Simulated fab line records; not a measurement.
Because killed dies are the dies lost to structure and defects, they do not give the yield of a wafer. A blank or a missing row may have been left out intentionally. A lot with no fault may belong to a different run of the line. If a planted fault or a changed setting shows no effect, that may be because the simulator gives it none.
Chamber matching -- flow n5 finfet -- rie diel-06 running N5_BEOL_M11_ETCH_61: 4 sister chambers
The step etches SiARC in CF4, target depth 39 nm, time 65 s. 18 wafers are shown with their chamber, then 9 later ones without.

WAFERS, EACH WITH ITS CHAMBER
wafer,chamber,showerhead plenum p Torr (Torr),drypump motor current A (A),throttle valve pct (%)
L074.4,3,2.22,5.7,15.65
L074.5,2,2.15,6.0,15.82
L074.6,1,1.98,5.5,15.74
L076.1,1,1.98,5.5,15.74
L076.2,2,2.15,6.0,15.84
L076.5,1,1.98,5.5,15.74
L079.1,1,1.98,5.5,15.76
L079.2,2,2.15,6.0,15.82
L079.6,0,2.22,5.9,15.57
L080.1,1,1.98,5.6,15.77
L080.3,2,2.15,6.0,15.84
L080.6,1,1.98,5.6,15.80
L086.3,1,1.98,5.5,15.81
L086.4,0,2.21,5.9,15.61
L086.5,0,2.21,5.9,15.59
L090.2,2,2.15,6.0,15.87
L090.3,3,2.21,5.7,15.70
L090.4,2,2.15,6.0,15.88

SIGNATURES (averages over the wafers above)
reading,chamber 0,chamber 1,chamber 2,chamber 3,scatter within a chamber
showerhead plenum p Torr,2.2133,1.9800,2.1500,2.2150,0.00289
drypump motor current A,5.900,5.529,6.000,5.700,0.0319
throttle valve pct,15.5900,15.7657,15.8450,15.6750,0.0272
Rule: a wafer lies at a distance from a chamber equal to the root of the sum of squares, over the readings, of (its reading less the chamber's mean, divided by the reading's scatter). The wafer belongs to the nearest chamber; if the next one is less than 2 further off, it can't be placed. How the scatter is found: for the shown wafers, subtract from each reading the mean of its chamber, square and add these, divide the total by (wafers less chambers), then take the root.

WAFERS WHOSE CHAMBER IS MISSING
wafer,showerhead plenum p Torr (Torr),drypump motor current A (A),throttle valve pct (%)
L088.1,2.14,6.0,15.85
L088.2,2.21,5.7,15.69
L088.5,2.21,5.9,15.60
L093.1,2.21,5.7,15.71
L093.4,1.98,5.5,15.83
L093.5,2.21,5.7,15.70
L095.2,2.21,5.7,15.70
L095.3,1.97,5.5,15.82
L095.5,2.21,5.7,15.71

CHAMBER TAKEN BY EACH
wafer,from the rows above,in truth
L088.1,2,2
L088.2,3,3
L088.5,0,0
L093.1,3,3
L093.4,1,1
L093.5,3,3
L095.2,3,3
L095.3,1,1
L095.5,3,3
9 of 9 placed correctly. Left unplaced by these rows: 0. Number placed wrongly: 0.
